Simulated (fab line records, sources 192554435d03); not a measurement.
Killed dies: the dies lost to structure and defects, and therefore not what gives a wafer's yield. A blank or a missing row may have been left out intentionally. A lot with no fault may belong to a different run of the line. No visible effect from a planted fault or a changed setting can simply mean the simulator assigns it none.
The tool behind it: which one?	flow n5-finfet	Sampling: 22 lots, 66 wafers, 6 of 1938 route steps

## WHAT THE GAUGES READ, wafer by wafer
The record lacks any reading of a measuring or inspecting step that a usual standard deviation could be used to judge.

## WHICH TOOL RAN EACH LOT (tool, then ch and the chambers of the sampled wafers, then the start)
lot	N5_WELL_APT_DESCUM_13	N5_FIN_CUT_ETCH_20	N5_FIN_CUT_CUT_ETCH_27	N5_FIN_CUT_PRECLEAN_35	N5_FIN_CUT_STRIP_22	N5_STI_FIN_REVEAL_RECESS_09
L074	rie-diel-04 ch 0,3, day 1 13:46	rie-diel-02 ch 1,2,3, day 2 04:03	rie-diel-02 ch 1,2,3, day 2 04:29	vapor-etch-02 ch 0,1, day 2 04:33	rie-diel-02 ch 0,1,3, day 2 04:47	vapor-etch-01 ch 0,1, day 2 11:04
L075	rie-diel-04 ch 0,1,2, day 1 21:20	rie-diel-05 ch 2,3, day 2 11:18	rie-diel-05 ch 2,3, day 2 11:43	vapor-etch-02 ch 0,1, day 2 11:47	rie-diel-02 ch 0,1,3, day 2 11:59	vapor-etch-02 ch 0,1, day 2 18:49
L076	rie-diel-06 ch 0,1,3, day 2 02:26	rie-diel-03 ch 0,2,3, day 2 16:02	rie-diel-03 ch 1,3, day 2 16:28	vapor-etch-02 ch 0,1, day 2 16:32	rie-diel-05 ch 0,1,3, day 2 16:44	vapor-etch-01 ch 0,1, day 3 00:15
L077	rie-diel-01 ch 1,2, day 2 07:38	rie-diel-05 ch 0,1,2, day 2 20:51	rie-diel-05 ch 0,1,2, day 2 21:16	vapor-etch-01 ch 0,1, day 2 21:20	rie-diel-05 ch 1,3, day 2 21:34	vapor-etch-02 ch 0,1, day 3 04:59
L078	rie-diel-01 ch 0,1,3, day 2 13:47	rie-diel-05 ch 1,2, day 3 03:27	rie-diel-05 ch 1,2, day 3 03:53	vapor-etch-02 ch 0,1, day 3 03:57	rie-diel-02 ch 0,2, day 3 04:09	vapor-etch-01 ch 0,1, day 3 10:20
L079	rie-diel-01 ch 0,3, day 2 19:41	rie-diel-03 ch 0,1,3, day 3 09:04	rie-diel-03 ch 0,1,3, day 3 09:29	vapor-etch-02 ch 0,1, day 3 09:34	rie-diel-03 ch 0,3, day 3 09:58	vapor-etch-02 ch 0,1, day 3 16:38
L080	rie-diel-01 ch 0,1, day 3 01:44	rie-diel-02 ch 0,3, day 3 14:17	rie-diel-02 ch 0,3, day 3 14:42	vapor-etch-02 ch 0,1, day 3 14:47	rie-diel-03 ch 1,2, day 3 14:59	vapor-etch-02 ch 0,1, day 3 21:45
L083	rie-diel-06 ch 1,2,3, day 3 21:05	rie-diel-02 ch 0,1,3, day 4 10:53	rie-diel-02 ch 0,1,3, day 4 11:19	vapor-etch-01 ch 0,1, day 4 11:23	rie-diel-03 ch 2,3, day 4 11:41	vapor-etch-02 ch 0, day 4 17:46
L084	rie-diel-06 ch 1,2,3, day 4 01:54	rie-diel-05 ch 0,1,2, day 4 14:41	rie-diel-05 ch 0,1,2, day 4 15:07	vapor-etch-01 ch 0,1, day 4 15:11	rie-diel-05 ch 0,2,3, day 4 15:23	vapor-etch-01 ch 0,1, day 4 22:47
L085	rie-diel-04 ch 0,1,3, day 4 07:47	rie-diel-03 ch 1,2, day 4 21:20	rie-diel-03 ch 1,2, day 4 21:46	vapor-etch-02 ch 1, day 4 21:50	rie-diel-05 ch 0,1,2, day 4 22:05	vapor-etch-01 ch 0,1, day 5 04:22
L086	rie-diel-04 ch 0,1,3, day 4 14:12	rie-diel-05 ch 0,1, day 5 07:33	rie-diel-05 ch 0,1, day 5 07:58	vapor-etch-02 ch 0,1, day 5 08:02	rie-diel-05 ch 1,2, day 5 08:27	vapor-etch-01 ch 0, day 5 14:32
L087	rie-diel-06 ch 1,2, day 4 19:55	rie-diel-02 ch 1,2,3, day 5 09:46	rie-diel-02 ch 1,2,3, day 5 10:12	vapor-etch-02 ch 1, day 5 10:16	rie-diel-02 ch 1,3, day 5 10:31	vapor-etch-02 ch 0,1, day 5 16:38
L088	rie-diel-04 ch 0,3, day 5 01:45	rie-diel-02 ch 0, day 5 14:24	rie-diel-02 ch 0, day 5 15:02	vapor-etch-02 ch 0, day 5 15:08	rie-diel-02 ch 0,3, day 5 15:20	vapor-etch-02 ch 0,1, day 5 21:26
L089	rie-diel-04 ch 0,1,3, day 5 07:53	rie-diel-03 ch 2,3, day 5 20:52	rie-diel-03 ch 2,3, day 5 21:18	vapor-etch-01 ch 0,1, day 5 21:22	rie-diel-02 ch 0,2,3, day 5 21:38	vapor-etch-02 ch 0,1, day 6 04:53
L090	rie-diel-04 ch 0,1,2, day 5 14:04	rie-diel-05 ch 0,1,3, day 6 02:51	rie-diel-05 ch 0,1,3, day 6 03:17	vapor-etch-02 ch 0,1, day 6 03:21	rie-diel-03 ch 0,1,3, day 6 03:33	vapor-etch-02 ch 0,1, day 6 09:38
L091	rie-diel-06 ch 0,1,2, day 5 19:59	rie-diel-05 ch 1,3, day 6 08:40	rie-diel-05 ch 1,3, day 6 09:05	vapor-etch-01 ch 1, day 6 09:10	rie-diel-03 ch 0,1,3, day 6 09:22	vapor-etch-01 ch 0,1, day 6 15:30
L092	rie-diel-01 ch 0,3, day 6 02:04	rie-diel-05 ch 0,1,3, day 6 15:28	rie-diel-05 ch 0,1,3, day 6 15:53	vapor-etch-02 ch 0,1, day 6 15:58	rie-diel-03 ch 0,3, day 6 16:10	vapor-etch-02 ch 0,1, day 6 22:16
L093	rie-diel-04 ch 1,2,3, day 6 07:55	rie-diel-02 ch 0,2, day 6 22:51	rie-diel-02 ch 0,2, day 6 23:17	vapor-etch-01 ch 0,1, day 6 23:21	rie-diel-05 ch 0,3, day 6 23:38	vapor-etch-02 ch 0,1, day 7 05:43
L094	rie-diel-06 ch 0,2, day 6 13:52	rie-diel-03 ch 0,2, day 7 23:01	rie-diel-03 ch 0,2, day 7 23:27	vapor-etch-02 ch 0,1, day 7 23:31	rie-diel-03 ch 0,1,3, day 7 23:44	vapor-etch-02 ch 0,1, day 8 05:52
L095	rie-diel-01 ch 1,2,3, day 6 20:04	rie-diel-02 ch 1,2,3, day 8 01:20	rie-diel-02 ch 1,2,3, day 8 01:45	vapor-etch-02 ch 0,1, day 8 01:49	rie-diel-03 ch 0,2,3, day 8 02:11	vapor-etch-02 ch 0,1, day 8 08:16
L096	rie-diel-06 ch 0,1,3, day 7 01:56	rie-diel-02 ch 0,1,3, day 8 01:54	rie-diel-02 ch 0,1,3, day 8 02:19	vapor-etch-01 ch 0,1, day 8 02:23	rie-diel-02 ch 0,1,2, day 8 02:37	vapor-etch-02 ch 0,1, day 8 09:52
L097	rie-diel-01 ch 1,2,3, day 7 07:56	rie-diel-03 ch 0,2,3, day 8 02:17	rie-diel-03 ch 0,2,3, day 8 02:42	vapor-etch-01 ch 0,1, day 8 02:47	rie-diel-02 ch 1,2,3, day 8 03:05	vapor-etch-01 ch 0,1, day 8 10:29
- N5_WELL_APT_DESCUM_13: chemistry O2, time 7.9 s.
- N5_FIN_CUT_ETCH_20: etches SiARC in CF4, target depth 26 nm, time 43.3 s.
- N5_FIN_CUT_CUT_ETCH_27: etches SiO2 in CHF3/O2, target depth 4 nm, overetch 2 nm, time 4.9 s.
- N5_FIN_CUT_PRECLEAN_35: cleans in vHF, time 13.3 s.
- N5_FIN_CUT_STRIP_22: strips in N2/H2.
- N5_STI_FIN_REVEAL_RECESS_09: chemistry HF/NH3, target SiO2, afs cycles 11, target depth 42.5 nm, sublimation time 60 s.

## WHAT THE TOOLS THEMSELVES READ (means of the sampled wafers that have a number; where no wafer has one, the mark that the record gives instead)
N5_WELL_APT_DESCUM_13. Usual: drypump-motor-current-A 5.8 A, standard deviation 0.42; oes-product-au 0.81 a.u., standard deviation 0.069; rf-vpp-V 243.7 V, standard deviation 1.3; showerhead-plenum-p-Torr 2.12 Torr, standard deviation 0.067; throttle-valve-pct 20.43 %, standard deviation 0.22.
lot	tool	drypump-motor-current-A (A)	oes-product-au (a.u.)	rf-vpp-V (V)	showerhead-plenum-p-Torr (Torr)	throttle-valve-pct (%)	flag
L074	rie-diel-04	6.4	0.75	242.5	2.05	20.42	
L075	rie-diel-04	5.7	0.79	243.3	2.09	20.48	
L076	rie-diel-06	5.9	0.84	243.5	2.12	20.45	
L077	rie-diel-01	5.9	0.91	243.1	2.11	20.37	
L078	rie-diel-01	5.7	0.88	243.1	2.16	20.40	
L079	rie-diel-01	5.6	0.88	244.3	2.18	20.44	
L080	rie-diel-01	5.8	0.90	245.2	2.16	20.36	
L083	rie-diel-06	5.6	0.81	245.0	2.15	20.37	
L084	rie-diel-06	5.6	0.81	244.6	2.14	20.37	
L085	rie-diel-04	6.1	0.78	243.2	2.09	20.28	
L086	rie-diel-04	6.1	0.78	243.7	2.09	20.28	
L087	rie-diel-06	5.5	0.84	244.5	2.15	20.39	
L088	rie-diel-04	6.5	0.74	243.4	2.12	20.34	
L089	rie-diel-04	6.1	0.77	243.0	2.09	20.29	
L090	rie-diel-04	5.7	0.76	242.5	2.08	20.52	
L091	rie-diel-06	5.6	0.79	244.3	2.13	20.45	
L092	rie-diel-01	5.7	0.85	244.2	2.17	20.48	
L093	rie-diel-04	5.8	0.77	242.6	2.15	20.40	
L094	rie-diel-06	5.4	0.74	243.3	2.15	20.42	
L095	rie-diel-01	5.8	0.82	242.6	2.09	20.47	
L096	rie-diel-06	5.9	0.78	243.5	2.10	20.51	
L097	rie-diel-01	5.9	0.82	242.8	2.08	20.47	

N5_FIN_CUT_ETCH_20. Usual: drypump-motor-current-A 5.7 A, standard deviation 0.41; etch-rf-on-time-s 43.3 s, standard deviation 0.72; oes-product-au 0.66 a.u., standard deviation 0.072; rf-vpp-V 184.1 V, standard deviation 1; showerhead-plenum-p-Torr 2.14 Torr, standard deviation 0.063; throttle-valve-pct 15.66 %, standard deviation 0.21.
lot	tool	drypump-motor-current-A (A)	etch-rf-on-time-s (s)	oes-product-au (a.u.)	rf-vpp-V (V)	showerhead-plenum-p-Torr (Torr)	throttle-valve-pct (%)	flag
L074	rie-diel-02	5.9	42.6	0.71	184.2	2.08	15.57	
L075	rie-diel-05	6.2	43.2	0.62	183.6	2.13	15.91	
L076	rie-diel-03	5.7	44.1	0.66	184.9	2.18	15.63	
L077	rie-diel-05	5.8	43.8	0.68	184.0	2.15	15.53	
L078	rie-diel-05	5.6	43.4	0.75	184.1	2.17	15.45	
L079	rie-diel-03	5.7	43.6	0.67	184.4	2.21	15.70	
L080	rie-diel-02	5.5	42.8	0.64	183.5	2.11	15.65	
L083	rie-diel-02	5.4	43.4	0.64	183.3	2.11	15.73	
L084	rie-diel-05	5.8	43.9	0.66	184.3	2.14	15.56	
L085	rie-diel-03	5.7	43.5	0.62	183.4	2.08	15.77	
L086	rie-diel-05	5.7	44.4	0.66	183.6	2.15	15.39	
L087	rie-diel-02	5.8	42.9	0.69	183.6	2.07	15.62	
L088	rie-diel-02	4.8	44.1	0.59	184.8	2.20	15.92	
L089	rie-diel-03	5.6	43.6	0.61	183.6	2.11	15.73	
L090	rie-diel-05	5.8	43.7	0.68	185.1	2.15	15.53	
L091	rie-diel-05	6.0	42.9	0.70	184.9	2.15	15.67	
L092	rie-diel-05	5.8	43.5	0.68	184.1	2.15	15.54	
L093	rie-diel-02	5.6	43.3	0.69	184.3	2.12	15.70	
L094	rie-diel-03	5.9	42.6	0.67	184.1	2.18	15.68	
L095	rie-diel-02	5.8	42.7	0.67	184.3	2.06	15.63	
L096	rie-diel-02	5.4	43.1	0.62	183.5	2.10	15.78	
L097	rie-diel-03	5.7	43.4	0.63	183.7	2.17	15.71	

N5_FIN_CUT_CUT_ETCH_27. Usual: O2_flow_sccm 5.002 sccm, standard deviation 0.017; drypump-motor-current-A 5.7 A, standard deviation 0.41; oes-product-au 0.61 a.u., standard deviation 0.063; rf-vpp-V 523 V, standard deviation 4.4; showerhead-plenum-p-Torr 2.41 Torr, standard deviation 0.072; throttle-valve-pct 18.90 %, standard deviation 0.2.
lot	tool	O2_flow_sccm (sccm)	drypump-motor-current-A (A)	oes-product-au (a.u.)	rf-vpp-V (V)	showerhead-plenum-p-Torr (Torr)	throttle-valve-pct (%)	flag
L074	rie-diel-02	5.006	5.9	0.66	520	2.34	18.81	
L075	rie-diel-05	4.992	6.3	0.57	527	2.39	19.12	
L076	rie-diel-03	4.995	5.7	0.60	523	2.45	19.07	
L077	rie-diel-05	5.003	5.8	0.64	527	2.42	18.76	
L078	rie-diel-05	5.019	5.6	0.70	527	2.44	18.72	
L079	rie-diel-03	5.000	5.7	0.62	524	2.49	18.94	
L080	rie-diel-02	5.001	5.5	0.59	517	2.37	18.83	
L083	rie-diel-02	4.988	5.4	0.59	519	2.37	18.93	
L084	rie-diel-05	5.001	5.8	0.61	525	2.42	18.78	
L085	rie-diel-03	4.997	5.7	0.58	523	2.35	19.02	
L086	rie-diel-05	4.998	5.7	0.62	524	2.41	18.62	
L087	rie-diel-02	4.987	5.9	0.63	519	2.33	18.85	
L088	rie-diel-02	5.019	4.8	0.55	523	2.47	19.10	
L089	rie-diel-03	5.007	5.6	0.57	526	2.38	18.95	
L090	rie-diel-05	5.007	5.9	0.63	526	2.42	18.79	
L091	rie-diel-05	4.989	6.0	0.65	529	2.43	18.93	
L092	rie-diel-05	5.013	5.8	0.63	526	2.42	18.79	
L093	rie-diel-02	5.023	5.6	0.64	524	2.39	18.92	
L094	rie-diel-03	5.008	5.8	0.62	525	2.45	18.89	
L095	rie-diel-02	5.011	5.9	0.62	519	2.33	18.87	
L096	rie-diel-02	5.003	5.4	0.58	518	2.36	18.96	
L097	rie-diel-03	5.005	5.7	0.59	526	2.44	18.95	

N5_FIN_CUT_PRECLEAN_35. Usual: drypump-motor-current-A reads 5.89 A (standard deviation 0.18).
lot	tool	drypump-motor-current-A (A)	flag
L074	vapor-etch-02	5.85	
L075	vapor-etch-02	5.86	
L076	vapor-etch-02	5.86	
L077	vapor-etch-01	6.01	
L078	vapor-etch-02	5.76	
L079	vapor-etch-02	5.76	
L080	vapor-etch-02	5.77	
L083	vapor-etch-01	6.07	
L084	vapor-etch-01	5.97	
L085	vapor-etch-02	5.95	
L086	vapor-etch-02	5.87	
L087	vapor-etch-02	5.97	
L088	vapor-etch-02	5.67	
L089	vapor-etch-01	5.99	
L090	vapor-etch-02	5.85	
L091	vapor-etch-01	5.91	
L092	vapor-etch-02	5.76	
L093	vapor-etch-01	5.97	
L094	vapor-etch-02	5.86	
L095	vapor-etch-02	5.77	
L096	vapor-etch-01	6.06	
L097	vapor-etch-01	5.97	

N5_FIN_CUT_STRIP_22. Usual: drypump-motor-current-A 5.7 A, standard deviation 0.38; oes-product-au 0.77 a.u., standard deviation 0.087; rf-vpp-V 54.5 V, standard deviation 2.3; showerhead-plenum-p-Torr 3.35 Torr, standard deviation 0.1; throttle-valve-pct 19.11 %, standard deviation 0.27.
lot	tool	drypump-motor-current-A (A)	oes-product-au (a.u.)	rf-vpp-V (V)	showerhead-plenum-p-Torr (Torr)	throttle-valve-pct (%)	flag
L074	rie-diel-02	5.4	0.75	56.7	3.32	19.21	
L075	rie-diel-02	5.4	0.75	53.4	3.31	19.20	
L076	rie-diel-05	5.9	0.85	53.3	3.38	18.93	
L077	rie-diel-05	5.7	0.94	55.1	3.41	18.90	
L078	rie-diel-02	5.6	0.84	52.9	3.34	19.05	
L079	rie-diel-03	5.8	0.82	54.2	3.53	19.13	
L080	rie-diel-03	5.7	0.75	54.5	3.31	19.42	
L083	rie-diel-03	5.6	0.72	52.2	3.31	18.83	
L084	rie-diel-05	6.1	0.73	53.1	3.33	19.03	
L085	rie-diel-05	5.8	0.77	55.0	3.36	18.91	
L086	rie-diel-05	5.7	0.86	54.7	3.39	18.85	
L087	rie-diel-02	5.7	0.76	53.6	3.23	19.24	
L088	rie-diel-02	5.5	0.73	52.5	3.30	19.24	
L089	rie-diel-02	5.6	0.77	54.7	3.32	19.15	
L090	rie-diel-03	5.7	0.77	54.9	3.46	19.32	
L091	rie-diel-03	5.7	0.76	56.8	3.46	19.33	
L092	rie-diel-03	5.7	0.76	55.2	3.51	19.02	
L093	rie-diel-05	6.0	0.71	55.2	3.33	19.04	
L094	rie-diel-03	5.7	0.75	54.0	3.45	19.34	
L095	rie-diel-03	5.7	0.74	56.3	3.41	19.06	
L096	rie-diel-02	5.5	0.77	53.8	3.31	19.20	
L097	rie-diel-02	5.9	0.79	54.7	3.24	19.17	

N5_STI_FIN_REVEAL_RECESS_09. Usual: drypump-motor-current-A reads 5.89 A (standard deviation 0.18).
lot	tool	drypump-motor-current-A (A)	flag
L074	vapor-etch-01	5.99	
L075	vapor-etch-02	5.77	
L076	vapor-etch-01	6.06	
L077	vapor-etch-02	5.76	
L078	vapor-etch-01	6.07	
L079	vapor-etch-02	5.76	
L080	vapor-etch-02	5.87	
L083	vapor-etch-02	5.65	
L084	vapor-etch-01	6.06	
L085	vapor-etch-01	6.07	
L086	vapor-etch-01	6.14	
L087	vapor-etch-02	5.85	
L088	vapor-etch-02	5.86	
L089	vapor-etch-02	5.86	
L090	vapor-etch-02	5.76	
L091	vapor-etch-01	5.98	
L092	vapor-etch-02	5.76	
L093	vapor-etch-02	5.85	
L094	vapor-etch-02	5.75	
L095	vapor-etch-02	5.77	
L096	vapor-etch-02	5.86	
L097	vapor-etch-01	5.98	

## THE ANSWER, worked out from the rows above alone
Rule: lot off if the mean of its wafers having a number is beyond 3 standard deviations from the usual mean. Also off: a lot with no number at a reading for which 4 or more lots have one. Any other lot the step has rows for is counted as sound. Order of review: gauges by route order, followed by the tools' own readings, for which a lot's mean as printed above is used. The first step at which some lot is off is used, and at that step the reading that is off furthest; a lot without a number counts as furthest.
Nothing can be told from this: no lot is off at any reading shown.

## WHAT THE SIMULATOR HAD PUT IN
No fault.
